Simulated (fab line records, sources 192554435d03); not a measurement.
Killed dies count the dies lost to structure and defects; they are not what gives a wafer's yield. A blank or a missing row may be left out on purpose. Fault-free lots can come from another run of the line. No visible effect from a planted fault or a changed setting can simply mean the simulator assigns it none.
The tool behind it: which one? :: flow n5Finfet :: 36 wafers from 12 lots sampled at 4 of the route's 1938 steps

WHAT THE GAUGES READ, wafer by wafer
Not one reading of a measure or inspect step in the record can be checked against a usual standard deviation.

WHICH TOOL RAN EACH LOT (tool, then ch and the chambers of the sampled wafers, then the start)
lot: L613
N5_HKMG_FIN_WET_ETCH_73: wetBench-01 ch 3,5,7, day 4 07:12
N5_PASSIVATION_PECVD_01: pecvd-01 ch 0,1, day 11 04:20
N5_PASSIVATION_DESCUM_12: rieDiel-01 ch 0,1,3, day 11 06:24
N5_PASSIVATION_PROBE_49: -

lot: L615
N5_HKMG_FIN_WET_ETCH_73: wetBench-06 ch 3,4,5, day 4 18:00
N5_PASSIVATION_PECVD_01: pecvd-04 ch 0,2, day 11 13:46
N5_PASSIVATION_DESCUM_12: rieDiel-01 ch 0,1,2, day 11 14:20
N5_PASSIVATION_PROBE_49: -

lot: L617
N5_HKMG_FIN_WET_ETCH_73: wetBench-01 ch 3,4,7, day 5 08:00
N5_PASSIVATION_PECVD_01: pecvd-02 ch 0,1,2, day 13 09:40
N5_PASSIVATION_DESCUM_12: rieDiel-02 ch 0,1,2, day 13 13:02
N5_PASSIVATION_PROBE_49: -

lot: L618
N5_HKMG_FIN_WET_ETCH_73: wetBench-06 ch 1,2,3, day 5 14:43
N5_PASSIVATION_PECVD_01: pecvd-01 ch 0,1,2, day 12 21:03
N5_PASSIVATION_DESCUM_12: rieDiel-04 ch 1,3, day 12 21:59
N5_PASSIVATION_PROBE_49: -

lot: L619
N5_HKMG_FIN_WET_ETCH_73: wetBench-05 ch 1,2,3, day 5 18:35
N5_PASSIVATION_PECVD_01: pecvd-04 ch 1,2, day 13 04:26
N5_PASSIVATION_DESCUM_12: rieDiel-01 ch 0,2, day 13 05:07
N5_PASSIVATION_PROBE_49: -

lot: L620
N5_HKMG_FIN_WET_ETCH_73: wetBench-06 ch 2,5,7, day 6 02:22
N5_PASSIVATION_PECVD_01: pecvd-04 ch 1,2, day 13 01:19
N5_PASSIVATION_DESCUM_12: rieDiel-02 ch 0,3, day 13 01:58
N5_PASSIVATION_PROBE_49: -

lot: L622
N5_HKMG_FIN_WET_ETCH_73: wetBench-06 ch 0,3,7, day 6 12:47
N5_PASSIVATION_PECVD_01: pecvd-04 ch 0,1,2, day 14 01:10
N5_PASSIVATION_DESCUM_12: rieDiel-01 ch 0,1,3, day 14 01:58
N5_PASSIVATION_PROBE_49: prober-01, day 14 10:04

lot: L624
N5_HKMG_FIN_WET_ETCH_73: wetBench-06 ch 2,4,7, day 7 02:55
N5_PASSIVATION_PECVD_01: pecvd-01 ch 1,2, day 14 07:59
N5_PASSIVATION_DESCUM_12: rieDiel-04 ch 1,2,3, day 14 08:45
N5_PASSIVATION_PROBE_49: prober-01, day 14 16:04

lot: L627
N5_HKMG_FIN_WET_ETCH_73: wetBench-01 ch 1,4,7, day 7 19:19
N5_PASSIVATION_PECVD_01: pecvd-02 ch 0,1,2, day 15 00:37
N5_PASSIVATION_DESCUM_12: rieDiel-02 ch 0,1,3, day 15 01:05
N5_PASSIVATION_PROBE_49: -

lot: L631
N5_HKMG_FIN_WET_ETCH_73: wetBench-05 ch 2,3,4, day 8 19:17
N5_PASSIVATION_PECVD_01: pecvd-04 ch 0,1, day 16 06:23
N5_PASSIVATION_DESCUM_12: rieDiel-01 ch 0,1, day 16 07:20
N5_PASSIVATION_PROBE_49: -

lot: L634
N5_HKMG_FIN_WET_ETCH_73: wetBench-06 ch 1,5,6, day 9 11:56
N5_PASSIVATION_PECVD_01: pecvd-04 ch 0,2, day 16 18:58
N5_PASSIVATION_DESCUM_12: rieDiel-01 ch 0,1, day 16 19:37
N5_PASSIVATION_PROBE_49: -

lot: L636
N5_HKMG_FIN_WET_ETCH_73: wetBench-06 ch 1,4,5, day 9 23:17
N5_PASSIVATION_PECVD_01: pecvd-04 ch 0,1, day 17 12:43
N5_PASSIVATION_DESCUM_12: rieDiel-01 ch 2,3, day 17 13:29
N5_PASSIVATION_PROBE_49: -
- N5_HKMG_FIN_WET_ETCH_73: etches the open film in SC1, time 42.3 s, target depth 1.3 nm, rinse time 30 s.
- N5_PASSIVATION_PECVD_01: deposits SiNx from SiH4/NH3/N2, target thk 200 nm, time 43.2 s.
- N5_PASSIVATION_DESCUM_12: chemistry O2, time 7.9 s.
- N5_PASSIVATION_PROBE_49

AS READ BY THE TOOLS THEMSELVES (means over the sampled wafers that have a number; for cases with no such wafer, the mark the record gives instead)
N5_PASSIVATION_PECVD_01.
lot: L613
tool: pecvd-01
heaterPowerW (W): 346
showerheadPlenumPTorr (Torr): 8.65
showerheadVppV (V): 2236
throttleValvePct (%): 28.5

lot: L615
tool: pecvd-04
heaterPowerW (W): 329
showerheadPlenumPTorr (Torr): 8.67
showerheadVppV (V): 2214
throttleValvePct (%): 27.8

lot: L617
tool: pecvd-02
heaterPowerW (W): 379
showerheadPlenumPTorr (Torr): 8.70
showerheadVppV (V): 2333
throttleValvePct (%): 29.7

lot: L618
tool: pecvd-01
heaterPowerW (W): 416
showerheadPlenumPTorr (Torr): 8.68
showerheadVppV (V): 2299
throttleValvePct (%): 28.3

lot: L619
tool: pecvd-04
heaterPowerW (W): 449
showerheadPlenumPTorr (Torr): 8.75
showerheadVppV (V): 2321
throttleValvePct (%): 27.9

lot: L620
tool: pecvd-04
heaterPowerW (W): 372
showerheadPlenumPTorr (Torr): 8.76
showerheadVppV (V): 2297
throttleValvePct (%): 28.0

lot: L622
tool: pecvd-04
heaterPowerW (W): 431
showerheadPlenumPTorr (Torr): 8.68
showerheadVppV (V): 2217
throttleValvePct (%): 28.9

lot: L624
tool: pecvd-01
heaterPowerW (W): 438
showerheadPlenumPTorr (Torr): 8.73
showerheadVppV (V): 2302
throttleValvePct (%): 28.3

lot: L627
tool: pecvd-02
heaterPowerW (W): 409
showerheadPlenumPTorr (Torr): 8.69
showerheadVppV (V): 2323
throttleValvePct (%): 29.8

lot: L631
tool: pecvd-04
heaterPowerW (W): 402
showerheadPlenumPTorr (Torr): 8.63
showerheadVppV (V): 2180
throttleValvePct (%): 31.0

lot: L634
tool: pecvd-04
heaterPowerW (W): 373
showerheadPlenumPTorr (Torr): 8.74
showerheadVppV (V): 2294
throttleValvePct (%): 27.1

lot: L636
tool: pecvd-04
heaterPowerW (W): 333
showerheadPlenumPTorr (Torr): 8.63
showerheadVppV (V): 2164
throttleValvePct (%): 30.0

N5_PASSIVATION_DESCUM_12.
lot: L613
tool: rieDiel-01
drypumpMotorCurrentA (A): 5.7
oesProductAu (a.u.): 0.81
rfVppV (V): 243.9
showerheadPlenumPTorr (Torr): 2.14
throttleValvePct (%): 20.23

lot: L615
tool: rieDiel-01
drypumpMotorCurrentA (A): 5.6
oesProductAu (a.u.): 0.81
rfVppV (V): 243.6
showerheadPlenumPTorr (Torr): 2.11
throttleValvePct (%): 20.32

lot: L617
tool: rieDiel-02
drypumpMotorCurrentA (A): 5.7
oesProductAu (a.u.): 0.77
rfVppV (V): 243.2
showerheadPlenumPTorr (Torr): 2.11
throttleValvePct (%): 20.26

lot: L618
tool: rieDiel-04
drypumpMotorCurrentA (A): 5.6
oesProductAu (a.u.): 0.76
rfVppV (V): 241.3
showerheadPlenumPTorr (Torr): 2.03
throttleValvePct (%): 20.58

lot: L619
tool: rieDiel-01
drypumpMotorCurrentA (A): 5.4
oesProductAu (a.u.): 0.72
rfVppV (V): 242.1
showerheadPlenumPTorr (Torr): 2.11
throttleValvePct (%): 20.56

lot: L620
tool: rieDiel-02
drypumpMotorCurrentA (A): 6.0
oesProductAu (a.u.): 0.86
rfVppV (V): 243.0
showerheadPlenumPTorr (Torr): 2.09
throttleValvePct (%): 20.00

lot: L622
tool: rieDiel-01
drypumpMotorCurrentA (A): 5.7
oesProductAu (a.u.): 0.79
rfVppV (V): 243.9
showerheadPlenumPTorr (Torr): 2.13
throttleValvePct (%): 20.26

lot: L624
tool: rieDiel-04
drypumpMotorCurrentA (A): 5.2
oesProductAu (a.u.): 0.91
rfVppV (V): 244.8
showerheadPlenumPTorr (Torr): 2.18
throttleValvePct (%): 20.24

lot: L627
tool: rieDiel-02
drypumpMotorCurrentA (A): 5.7
oesProductAu (a.u.): 0.80
rfVppV (V): 243.3
showerheadPlenumPTorr (Torr): 2.10
throttleValvePct (%): 20.30

lot: L631
tool: rieDiel-01
drypumpMotorCurrentA (A): 5.8
oesProductAu (a.u.): 0.84
rfVppV (V): 243.0
showerheadPlenumPTorr (Torr): 2.09
throttleValvePct (%): 20.13

lot: L634
tool: rieDiel-01
drypumpMotorCurrentA (A): 5.8
oesProductAu (a.u.): 0.83
rfVppV (V): 242.9
showerheadPlenumPTorr (Torr): 2.09
throttleValvePct (%): 20.15

lot: L636
tool: rieDiel-01
drypumpMotorCurrentA (A): 5.6
oesProductAu (a.u.): 0.88
rfVppV (V): 243.2
showerheadPlenumPTorr (Torr): 2.11
throttleValvePct (%): 20.26

N5_PASSIVATION_PROBE_49.
lot: L622
tool: prober-01
defectLimitedYield (%): 83.3
killed_at_M0_to_M3: 34
killed_at_M4_up: 12
killedAtContacts: 13
killedAtFrontEnd: 135
killedAtOther: 3
killedDies: 197
killedOnRim: 26
killedOpen: 59
killedShort: 33
sort_bin_5_function (%): 10.1
sort_bin_6_memory (%): 4.0
sortNPass: 983
sortYieldPct (%): 83.3

lot: L624
tool: prober-01
defectLimitedYield (%): 82.0
killed_at_M0_to_M3: 51
killed_at_M4_up: 11
killedAtContacts: 12
killedAtFrontEnd: 128
killedAtOther: 10
killedDies: 213
killedOnRim: 29
killedOpen: 77
killedShort: 39
sort_bin_5_function (%): 11.1
sort_bin_6_memory (%): 4.4
sortNPass: 967
sortYieldPct (%): 82.0

THE ANSWER, worked out from the rows above alone
Rule: the usual values come from the lots themselves. Put in order of their means at a reading, lots are off if they are a third of the lots or fewer, leave a main group of 4 or more, and stand apart from it by a gap of 3 or more times the standard deviation of the main group's means; of several such gaps the widest counts. Not used: any main group whose means are identical at the precision the tables above print for the reading. Also off: a lot with no number at a reading for which 4 or more lots have one. All remaining lots with rows at the step are treated as sound. Order of review: gauges by route order, followed by the tools' own readings, for which a lot's mean as printed above is used. The first step at which some lot is off is used, and at that step the reading that is off furthest; a lot without a number counts as furthest.
No lot is off on any of the readings shown, so nothing can be concluded from this.

WHAT HAD BEEN PUT IN BY THE SIMULATOR
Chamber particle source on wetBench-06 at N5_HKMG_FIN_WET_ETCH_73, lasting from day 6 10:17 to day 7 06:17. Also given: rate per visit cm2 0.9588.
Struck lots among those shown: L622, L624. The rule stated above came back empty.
